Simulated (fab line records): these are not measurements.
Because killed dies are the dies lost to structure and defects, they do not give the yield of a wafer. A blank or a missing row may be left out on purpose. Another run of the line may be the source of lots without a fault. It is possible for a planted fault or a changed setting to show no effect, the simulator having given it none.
Split-lot study || flow n5_finfet || 7 lots, 21 wafers read, on a route of 1938 steps

THE SPLIT
At N5_BEOL_M9_EXPOSE_25 (exposes mask V8), the setting dose_mj was moved away from the recipe's 37.25 on 4 of the 21 wafers read, by -4.4% to +5.0%. For the rest of the wafers, this setting stayed at what the recipe calls for.

FROM THE SPLIT TO THE READING: what the file shows between them, 2 steps
- N5_BEOL_M9_PEB_26: peb time 60 s
- N5_BEOL_M9_DEVELOP_27: develop time 30 s

THE READING
cd_nm (nm) at N5_BEOL_M9_CD_MEAS_28, where the cd target is 70 nm. Fault-free wafers of this fab line usually give 70.05 nm, standard deviation 0.24 nm.

{"wafer": "L074.2", "tool, chamber at the split": "euv_scanner-02, 0", "dose_mj as run": 37.25, "against the recipe": "recipe", "cd_nm, nm": 70.47, "against lot-mates on the recipe": "-"}
{"wafer": "L074.3", "tool, chamber at the split": "euv_scanner-02, 0", "dose_mj as run": 37.25, "against the recipe": "recipe", "cd_nm, nm": 70.35, "against lot-mates on the recipe": "-"}
{"wafer": "L074.5", "tool, chamber at the split": "euv_scanner-02, 0", "dose_mj as run": 37.25, "against the recipe": "recipe", "cd_nm, nm": 70.12, "against lot-mates on the recipe": "-"}
{"wafer": "L078.3", "tool, chamber at the split": "euv_scanner-01, 0", "dose_mj as run": 37.25, "against the recipe": "recipe", "cd_nm, nm": 70.31, "against lot-mates on the recipe": "-"}
{"wafer": "L078.5", "tool, chamber at the split": "euv_scanner-01, 0", "dose_mj as run": 37.25, "against the recipe": "recipe", "cd_nm, nm": 69.74, "against lot-mates on the recipe": "-"}
{"wafer": "L078.6", "tool, chamber at the split": "euv_scanner-01, 0", "dose_mj as run": 37.25, "against the recipe": "recipe", "cd_nm, nm": 70.27, "against lot-mates on the recipe": "-"}
{"wafer": "L082.3", "tool, chamber at the split": "euv_scanner-01, 0", "dose_mj as run": 39.12, "against the recipe": "+5.0%", "cd_nm, nm": 71.48, "against lot-mates on the recipe": "+1.80"}
{"wafer": "L082.5", "tool, chamber at the split": "euv_scanner-01, 0", "dose_mj as run": 37.25, "against the recipe": "recipe", "cd_nm, nm": 69.48, "against lot-mates on the recipe": "-"}
{"wafer": "L082.6", "tool, chamber at the split": "euv_scanner-01, 0", "dose_mj as run": 37.25, "against the recipe": "recipe", "cd_nm, nm": 69.87, "against lot-mates on the recipe": "-"}
{"wafer": "L085.1", "tool, chamber at the split": "euv_scanner-02, 0", "dose_mj as run": 37.25, "against the recipe": "recipe", "cd_nm, nm": 70.02, "against lot-mates on the recipe": "-"}
{"wafer": "L085.2", "tool, chamber at the split": "euv_scanner-02, 0", "dose_mj as run": 38.08, "against the recipe": "+2.2%", "cd_nm, nm": 70.56, "against lot-mates on the recipe": "+0.56"}
{"wafer": "L085.6", "tool, chamber at the split": "euv_scanner-02, 0", "dose_mj as run": 37.25, "against the recipe": "recipe", "cd_nm, nm": 69.98, "against lot-mates on the recipe": "-"}
{"wafer": "L090.2", "tool, chamber at the split": "euv_scanner-02, 0", "dose_mj as run": 37.25, "against the recipe": "recipe", "cd_nm, nm": 69.97, "against lot-mates on the recipe": "-"}
{"wafer": "L090.4", "tool, chamber at the split": "euv_scanner-02, 0", "dose_mj as run": 37.25, "against the recipe": "recipe", "cd_nm, nm": 69.95, "against lot-mates on the recipe": "-"}
{"wafer": "L090.5", "tool, chamber at the split": "euv_scanner-02, 0", "dose_mj as run": 36, "against the recipe": "-3.4%", "cd_nm, nm": 69.10, "against lot-mates on the recipe": -0.86}
{"wafer": "L091.2", "tool, chamber at the split": "euv_scanner-01, 0", "dose_mj as run": 37.25, "against the recipe": "recipe", "cd_nm, nm": 69.52, "against lot-mates on the recipe": "-"}
{"wafer": "L091.3", "tool, chamber at the split": "euv_scanner-01, 0", "dose_mj as run": 35.6, "against the recipe": "-4.4%", "cd_nm, nm": 69.21, "against lot-mates on the recipe": -0.73}
{"wafer": "L091.5", "tool, chamber at the split": "euv_scanner-01, 0", "dose_mj as run": 37.25, "against the recipe": "recipe", "cd_nm, nm": 70.35, "against lot-mates on the recipe": "-"}
{"wafer": "L094.3", "tool, chamber at the split": "euv_scanner-02, 0", "dose_mj as run": 37.25, "against the recipe": "recipe", "cd_nm, nm": 70.18, "against lot-mates on the recipe": "-"}
{"wafer": "L094.4", "tool, chamber at the split": "euv_scanner-02, 0", "dose_mj as run": 37.25, "against the recipe": "recipe", "cd_nm, nm": 70.37, "against lot-mates on the recipe": "-"}
{"wafer": "L094.5", "tool, chamber at the split": "euv_scanner-02, 0", "dose_mj as run": 37.25, "against the recipe": "recipe", "cd_nm, nm": 70.39, "against lot-mates on the recipe": "-"}

THE FIT
A straight line over all 21 wafers: cd_nm changes by +0.25 nm for each +1% of dose_mj; r = +0.84; the points scatter about the line by 0.29 nm.
The same after taking each lot's own level away (the mean of its wafers on the recipe; 21 wafers): +0.269 nm for each +1%; r = +0.89; scatter 0.24 nm.
On that fit, the largest move of dose_mj shifts the reading by 1.4 nm.
Measured against the standard deviation above, the lots' own levels, which go from 69.675 to 70.313 nm, span 2.7 times it.
Hence the lot-to-lot level has little effect on the slope; both slopes agree.
Check: with one of the wafers moved furthest among these (+5.0%) left out of the fit, the line predicts +1.04 nm for it against its lot-mates. It came out at +1.8 nm against them.

OTHER SPLITS APPLIED TO THESE WAFERS
Before the reading, these wafers also passed through other splits. Each is held against what the fit with the lots' levels taken away leaves over:
{"other split on the same wafers": "N5_BEOL_M7_COAT_05 spin_rpm", "wafers away from the commonest value": 5, "r with cd_nm (lot level and that fit taken away)": "+0.13"}
{"other split on the same wafers": "N5_BEOL_M8_ETCH_61 bias_w", "wafers away from the commonest value": 5, "r with cd_nm (lot level and that fit taken away)": -0.19}
{"other split on the same wafers": "N5_BEOL_M8_ETCH_65 source_w", "wafers away from the commonest value": 8, "r with cd_nm (lot level and that fit taken away)": "+0.06"}

THE FILE'S OWN FIT
cd_nm changes by +0.268 nm for each +1% of dose_mj, r = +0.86.
